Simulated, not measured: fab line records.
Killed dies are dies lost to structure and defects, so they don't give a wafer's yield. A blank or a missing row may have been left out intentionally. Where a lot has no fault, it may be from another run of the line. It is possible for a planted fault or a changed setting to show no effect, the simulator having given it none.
The tool behind it: which one? || flow n5 finfet || 10 lots, 29 wafers sampled, at 5 steps of a route of 1938

== WHAT THE GAUGES SHOWED, per wafer ==
N5_FIN_SAQP_CD_MEAS_37 targets a cd of 8 nm. Usual: 8.09 nm for cd nm, sd 0.26.
{"lot": "L249", "measured": "day 2 08:22", "on": "cd sem-01", "cd nm (nm)": "7.89 7.62 8.16", "flag": ""}
{"lot": "L250", "measured": "day 2 14:45", "on": "cd sem-03", "cd nm (nm)": "7.85 7.69 8.02", "flag": ""}
{"lot": "L251", "measured": "day 2 20:34", "on": "cd sem-03", "cd nm (nm)": "8.17 8.41 7.95", "flag": ""}
{"lot": "L252", "measured": "day 3 02:29", "on": "cd sem-03", "cd nm (nm)": "8.14 8.28 7.69", "flag": ""}
{"lot": "L261", "measured": "day 5 09:56", "on": "cd sem-01", "cd nm (nm)": "8.11 8.24 8.13", "flag": ""}
{"lot": "L262", "measured": "day 5 17:47", "on": "cd sem-02", "cd nm (nm)": "8.29 8.38 8.19", "flag": ""}
{"lot": "L263", "measured": "day 6 00:49", "on": "cd sem-03", "cd nm (nm)": "8.16 8.14 7.63", "flag": ""}
{"lot": "L264", "measured": "day 6 06:29", "on": "cd sem-03", "cd nm (nm)": "8.42 8.10", "flag": ""}
{"lot": "L265", "measured": "day 6 09:08", "on": "cd sem-02", "cd nm (nm)": "8.19 8.10 8.26", "flag": ""}
{"lot": "L270", "measured": "day 7 15:05", "on": "cd sem-02", "cd nm (nm)": "8.38 8.36 8.30", "flag": ""}

N5_BEOL_M4_RC_MEAS_101. Usual: DIBL_N 36.2 mV/V, standard deviation 2.4; DIBL_P 36.2 mV/V, standard deviation 2.6; IOFF_N 0.16 nA/um, standard deviation 0.045; IOFF_P 0.21 nA/um, standard deviation 0.046; ION_N 674 uA/um, standard deviation 17; ION_P 463 uA/um, standard deviation 11; SS_N 71.5 mV/dec, standard deviation 0.77; SS_P 73.1 mV/dec, standard deviation 0.76; VT_N 250 mV, standard deviation 3.9; VT_P -250 mV, standard deviation 3.9.
{"lot": "L249", "measured": "day 7 18:56", "on": "prober-02", "DIBL_N (mV/V)": "32.4 30.5 37.0", "DIBL_P (mV/V)": "31.4 28.2 37.0", "IOFF_N (nA/um)": "0.10 0.07 0.18", "IOFF_P (nA/um)": "0.13 0.10 0.20", "ION_N (uA/um)": "667 649 678", "ION_P (uA/um)": "456 448 463", "SS_N (mV/dec)": "69.5 69.5 71.2", "SS_P (mV/dec)": "71.9 70.9 73.7", "VT_N (mV)": "254 261 249", "VT_P (mV)": "-258 -261 -252", "flag": ""}
{"lot": "L250", "measured": "day 7 21:52", "on": "prober-01", "DIBL_N (mV/V)": "34.6 32.8 31.4", "DIBL_P (mV/V)": "37.3 36.1 34.6", "IOFF_N (nA/um)": "0.13 0.12 0.10", "IOFF_P (nA/um)": "0.16 0.15 0.14", "ION_N (uA/um)": "646 677 658", "ION_P (uA/um)": "439 470 457", "SS_N (mV/dec)": "71.7 71.7 70.6", "SS_P (mV/dec)": "73.4 72.2 72.7", "VT_N (mV)": "258 253 255", "VT_P (mV)": "-258 -257 -258", "flag": ""}
{"lot": "L251", "measured": "day 8 10:56", "on": "prober-01", "DIBL_N (mV/V)": "36.5 37.6 35.0", "DIBL_P (mV/V)": "38.4 38.5 35.3", "IOFF_N (nA/um)": "0.18 0.20 0.13", "IOFF_P (nA/um)": "0.25 0.26 0.19", "ION_N (uA/um)": "678 701 649", "ION_P (uA/um)": "464 476 453", "SS_N (mV/dec)": "71.1 71.8 70.9", "SS_P (mV/dec)": "73.2 73.6 72.6", "VT_N (mV)": "247 245 255", "VT_P (mV)": "-246 -246 -250", "flag": ""}
{"lot": "L252", "measured": "day 8 17:58", "on": "prober-01", "DIBL_N (mV/V)": "37.8 38.2 36.8", "DIBL_P (mV/V)": "36.7 37.9 35.4", "IOFF_N (nA/um)": "0.15 0.16 0.12", "IOFF_P (nA/um)": "0.17 0.20 0.16", "ION_N (uA/um)": "669 678 644", "ION_P (uA/um)": "445 464 438", "SS_N (mV/dec)": "72.4 71.1 72.1", "SS_P (mV/dec)": "73.7 74.5 73.0", "VT_N (mV)": "253 250 257", "VT_P (mV)": "-258 -256 -257", "flag": ""}
{"lot": "L261", "measured": "day 11 11:46", "on": "prober-01", "DIBL_N (mV/V)": "36.1 36.9 35.0", "DIBL_P (mV/V)": "35.5 35.6 33.6", "IOFF_N (nA/um)": "0.16 0.19 0.14", "IOFF_P (nA/um)": "0.25 0.24 0.21", "ION_N (uA/um)": "674 676 681", "ION_P (uA/um)": "467 466 476", "SS_N (mV/dec)": "72.1 72.6 71.0", "SS_P (mV/dec)": "73.8 73.7 73.0", "VT_N (mV)": "249 245 251", "VT_P (mV)": "-247 -247 -251", "flag": ""}
{"lot": "L262", "measured": "day 11 14:35", "on": "prober-01", "DIBL_N (mV/V)": "39.9 36.7 36.6", "DIBL_P (mV/V)": "39.5 35.6 35.2", "IOFF_N (nA/um)": "0.23 0.16 0.16", "IOFF_P (nA/um)": "0.33 0.24 0.24", "ION_N (uA/um)": "676 674 696", "ION_P (uA/um)": "469 469 476", "SS_N (mV/dec)": "73.1 71.7 71.7", "SS_P (mV/dec)": "74.4 73.7 73.8", "VT_N (mV)": "246 250 250", "VT_P (mV)": "-244 -247 -246", "flag": ""}
{"lot": "L263", "measured": "day 11 17:31", "on": "prober-01", "DIBL_N (mV/V)": "35.7 34.6 36.0", "DIBL_P (mV/V)": "38.0 36.0 37.9", "IOFF_N (nA/um)": "0.18 0.16 0.16", "IOFF_P (nA/um)": "0.21 0.18 0.20", "ION_N (uA/um)": "688 691 665", "ION_P (uA/um)": "468 468 458", "SS_N (mV/dec)": "71.6 71.2 71.8", "SS_P (mV/dec)": "73.2 72.8 73.8", "VT_N (mV)": "247 248 250", "VT_P (mV)": "-251 -252 -252", "flag": ""}
{"lot": "L264", "measured": "day 11 19:11", "on": "prober-02", "DIBL_N (mV/V)": "34.9 38.4", "DIBL_P (mV/V)": "33.0 36.2", "IOFF_N (nA/um)": "0.13 0.19", "IOFF_P (nA/um)": "0.20 0.26", "ION_N (uA/um)": "682 638", "ION_P (uA/um)": "473 453", "SS_N (mV/dec)": "71.2 72.1", "SS_P (mV/dec)": "72.7 73.6", "VT_N (mV)": "251 248", "VT_P (mV)": "-248 -246", "flag": ""}
{"lot": "L265", "measured": "day 12 12:38", "on": "prober-02", "DIBL_N (mV/V)": "37.7 38.0 38.6", "DIBL_P (mV/V)": "38.1 37.1 38.9", "IOFF_N (nA/um)": "0.20 0.19 0.20", "IOFF_P (nA/um)": "0.25 0.23 0.26", "ION_N (uA/um)": "704 680 692", "ION_P (uA/um)": "477 468 468", "SS_N (mV/dec)": "71.0 71.1 72.1", "SS_P (mV/dec)": "74.4 73.9 73.7", "VT_N (mV)": "247 249 247", "VT_P (mV)": "-249 -250 -247", "flag": ""}
{"lot": "L270", "measured": "day 13 21:27", "on": "prober-02", "DIBL_N (mV/V)": "35.4 33.3 34.5", "DIBL_P (mV/V)": "35.4 32.2 34.5", "IOFF_N (nA/um)": "0.14 0.10 0.13", "IOFF_P (nA/um)": "0.22 0.17 0.21", "ION_N (uA/um)": "663 647 674", "ION_P (uA/um)": "456 452 474", "SS_N (mV/dec)": "70.9 70.8 71.5", "SS_P (mV/dec)": "73.0 72.6 72.9", "VT_N (mV)": "250 258 255", "VT_P (mV)": "-248 -251 -250", "flag": ""}

== EACH LOT AND THE TOOL THAT RAN IT (in order: tool; ch and the chambers of the sampled wafers; start) ==
{"lot": "L249", "N5_FIN_CUT_PRECLEAN_35": "vapor etch-01 ch 0,1, day 2 09:37", "N5_FIN_CUT_CUT_ETCH_15": "rie si-04 ch 0,3, day 2 09:40", "N5_FIN_CUT_CUT_ETCH_28": "rie si-04 ch 0,3, day 2 09:43"}
{"lot": "L250", "N5_FIN_CUT_PRECLEAN_35": "vapor etch-01 ch 0,1, day 2 15:59", "N5_FIN_CUT_CUT_ETCH_15": "rie si-04 ch 1,2, day 2 16:04", "N5_FIN_CUT_CUT_ETCH_28": "rie si-04 ch 1,2, day 2 16:07"}
{"lot": "L251", "N5_FIN_CUT_PRECLEAN_35": "vapor etch-01 ch 0,1, day 2 21:49", "N5_FIN_CUT_CUT_ETCH_15": "rie si-04 ch 0,1,3, day 2 21:52", "N5_FIN_CUT_CUT_ETCH_28": "rie si-04 ch 0,1,3, day 2 21:56"}
{"lot": "L252", "N5_FIN_CUT_PRECLEAN_35": "vapor etch-02 ch 0,1, day 3 03:50", "N5_FIN_CUT_CUT_ETCH_15": "rie si-04 ch 0,1, day 3 03:55", "N5_FIN_CUT_CUT_ETCH_28": "rie si-04 ch 0,1, day 3 03:58"}
{"lot": "L261", "N5_FIN_CUT_PRECLEAN_35": "vapor etch-01 ch 0,1, day 5 11:04", "N5_FIN_CUT_CUT_ETCH_15": "rie si-01 ch 2,3, day 5 11:07", "N5_FIN_CUT_CUT_ETCH_28": "rie si-01 ch 2,3, day 5 11:10"}
{"lot": "L262", "N5_FIN_CUT_PRECLEAN_35": "vapor etch-02 ch 0,1, day 5 19:02", "N5_FIN_CUT_CUT_ETCH_15": "rie si-01 ch 1,2, day 5 19:06", "N5_FIN_CUT_CUT_ETCH_28": "rie si-01 ch 1,2, day 5 19:10"}
{"lot": "L263", "N5_FIN_CUT_PRECLEAN_35": "vapor etch-01 ch 0,1, day 6 02:19", "N5_FIN_CUT_CUT_ETCH_15": "rie si-04 ch 0,1, day 6 02:23", "N5_FIN_CUT_CUT_ETCH_28": "rie si-04 ch 0,1, day 6 02:26"}
{"lot": "L264", "N5_FIN_CUT_PRECLEAN_35": "vapor etch-02 ch 0, day 6 08:04", "N5_FIN_CUT_CUT_ETCH_15": "rie si-03 ch 0,2, day 6 08:08", "N5_FIN_CUT_CUT_ETCH_28": "rie si-03 ch 0,2, day 6 08:12"}
{"lot": "L265", "N5_FIN_CUT_PRECLEAN_35": "vapor etch-01 ch 0,1, day 6 10:15", "N5_FIN_CUT_CUT_ETCH_15": "rie si-04 ch 0,1,3, day 6 10:20", "N5_FIN_CUT_CUT_ETCH_28": "rie si-04 ch 0,1,3, day 6 10:23"}
{"lot": "L270", "N5_FIN_CUT_PRECLEAN_35": "vapor etch-02 ch 0,1, day 7 16:11", "N5_FIN_CUT_CUT_ETCH_15": "rie si-03 ch 1,2,3, day 7 16:16", "N5_FIN_CUT_CUT_ETCH_28": "rie si-03 ch 1,2,3, day 7 16:20"}
- N5_FIN_CUT_PRECLEAN_35: cleans in vHF, time 13.3 s.
- N5_FIN_CUT_CUT_ETCH_15: etches Si in HBr/Cl2/O2, target depth 100 nm, bt time 10 s, time 42.4 s.
- N5_FIN_CUT_CUT_ETCH_28: etches Si in HBr/Cl2/O2, target depth 6 nm, time 2.4 s.

== AS READ BY THE TOOLS THEMSELVES (means over the sampled wafers that have a number; for cases with no such wafer, the mark the record gives instead) ==
N5_FIN_CUT_PRECLEAN_35. Usual: 5.9 A for drypump motor current A, sd 0.31.
{"lot": "L249", "tool": "vapor etch-01", "drypump motor current A (A)": 5.6, "flag": ""}
{"lot": "L250", "tool": "vapor etch-01", "drypump motor current A (A)": 5.6, "flag": ""}
{"lot": "L251", "tool": "vapor etch-01", "drypump motor current A (A)": 5.6, "flag": ""}
{"lot": "L252", "tool": "vapor etch-02", "drypump motor current A (A)": 6.2, "flag": ""}
{"lot": "L261", "tool": "vapor etch-01", "drypump motor current A (A)": 5.7, "flag": ""}
{"lot": "L262", "tool": "vapor etch-02", "drypump motor current A (A)": 6.2, "flag": ""}
{"lot": "L263", "tool": "vapor etch-01", "drypump motor current A (A)": 5.6, "flag": ""}
{"lot": "L264", "tool": "vapor etch-02", "drypump motor current A (A)": 6.4, "flag": ""}
{"lot": "L265", "tool": "vapor etch-01", "drypump motor current A (A)": 5.7, "flag": ""}
{"lot": "L270", "tool": "vapor etch-02", "drypump motor current A (A)": 6.1, "flag": ""}

N5_FIN_CUT_CUT_ETCH_15. Usual: drypump motor current A 5.7 A, standard deviation 0.36; oes product au 0.996 a.u., standard deviation 0.015; throttle valve pct 37.4 %, standard deviation 0.35.
{"lot": "L249", "tool": "rie si-04", "drypump motor current A (A)": 5.6, "oes product au (a.u.)": 0.984, "throttle valve pct (%)": 37.6, "flag": ""}
{"lot": "L250", "tool": "rie si-04", "drypump motor current A (A)": 5.6, "oes product au (a.u.)": 0.996, "throttle valve pct (%)": 37.4, "flag": ""}
{"lot": "L251", "tool": "rie si-04", "drypump motor current A (A)": 5.6, "oes product au (a.u.)": 0.999, "throttle valve pct (%)": 37.5, "flag": ""}
{"lot": "L252", "tool": "rie si-04", "drypump motor current A (A)": 5.8, "oes product au (a.u.)": 1.000, "throttle valve pct (%)": 37.3, "flag": ""}
{"lot": "L261", "tool": "rie si-01", "drypump motor current A (A)": 5.9, "oes product au (a.u.)": 0.991, "throttle valve pct (%)": 37.9, "flag": ""}
{"lot": "L262", "tool": "rie si-01", "drypump motor current A (A)": 6.0, "oes product au (a.u.)": 0.989, "throttle valve pct (%)": 37.8, "flag": ""}
{"lot": "L263", "tool": "rie si-04", "drypump motor current A (A)": 5.8, "oes product au (a.u.)": 1.008, "throttle valve pct (%)": 37.3, "flag": ""}
{"lot": "L264", "tool": "rie si-03", "drypump motor current A (A)": 5.5, "oes product au (a.u.)": 1.010, "throttle valve pct (%)": 37.5, "flag": ""}
{"lot": "L265", "tool": "rie si-04", "drypump motor current A (A)": 5.6, "oes product au (a.u.)": 0.997, "throttle valve pct (%)": 37.5, "flag": ""}
{"lot": "L270", "tool": "rie si-03", "drypump motor current A (A)": 5.7, "oes product au (a.u.)": 0.997, "throttle valve pct (%)": 37.2, "flag": ""}

N5_FIN_CUT_CUT_ETCH_28. Usual: drypump motor current A 5.7 A, standard deviation 0.36; oes product au 0.997 a.u., standard deviation 0.015; throttle valve pct 37.4 %, standard deviation 0.35.
{"lot": "L249", "tool": "rie si-04", "drypump motor current A (A)": 5.6, "oes product au (a.u.)": 0.981, "throttle valve pct (%)": 37.6, "flag": ""}
{"lot": "L250", "tool": "rie si-04", "drypump motor current A (A)": 5.7, "oes product au (a.u.)": 1.001, "throttle valve pct (%)": 37.4, "flag": ""}
{"lot": "L251", "tool": "rie si-04", "drypump motor current A (A)": 5.6, "oes product au (a.u.)": 1.003, "throttle valve pct (%)": 37.5, "flag": ""}
{"lot": "L252", "tool": "rie si-04", "drypump motor current A (A)": 5.8, "oes product au (a.u.)": 1.002, "throttle valve pct (%)": 37.3, "flag": ""}
{"lot": "L261", "tool": "rie si-01", "drypump motor current A (A)": 5.9, "oes product au (a.u.)": 0.988, "throttle valve pct (%)": 37.8, "flag": ""}
{"lot": "L262", "tool": "rie si-01", "drypump motor current A (A)": 5.9, "oes product au (a.u.)": 0.981, "throttle valve pct (%)": 37.8, "flag": ""}
{"lot": "L263", "tool": "rie si-04", "drypump motor current A (A)": 5.8, "oes product au (a.u.)": 1.001, "throttle valve pct (%)": 37.3, "flag": ""}
{"lot": "L264", "tool": "rie si-03", "drypump motor current A (A)": 5.5, "oes product au (a.u.)": 1.006, "throttle valve pct (%)": 37.5, "flag": ""}
{"lot": "L265", "tool": "rie si-04", "drypump motor current A (A)": 5.6, "oes product au (a.u.)": 0.997, "throttle valve pct (%)": 37.5, "flag": ""}
{"lot": "L270", "tool": "rie si-03", "drypump motor current A (A)": 5.8, "oes product au (a.u.)": 1.000, "throttle valve pct (%)": 37.2, "flag": ""}

== THE ANSWER, worked out from the rows above alone ==
Rule: take the mean of a lot's wafers that have a number; if it is more than 3 standard deviations from the usual mean, the lot is off. A lot without any number at a reading at which 4 lots or more have one is off too. The other lots that the step has rows for count as sound. Order of review: gauges by route order, followed by the tools' own readings, for which a lot's mean as printed above is used. The first step at which some lot is off is used, and at that step the reading that is off furthest; a lot without a number counts as furthest.
No lot is off on any of the readings shown, so nothing can be concluded from this.

== WHAT WAS PUT IN BY THE SIMULATOR ==
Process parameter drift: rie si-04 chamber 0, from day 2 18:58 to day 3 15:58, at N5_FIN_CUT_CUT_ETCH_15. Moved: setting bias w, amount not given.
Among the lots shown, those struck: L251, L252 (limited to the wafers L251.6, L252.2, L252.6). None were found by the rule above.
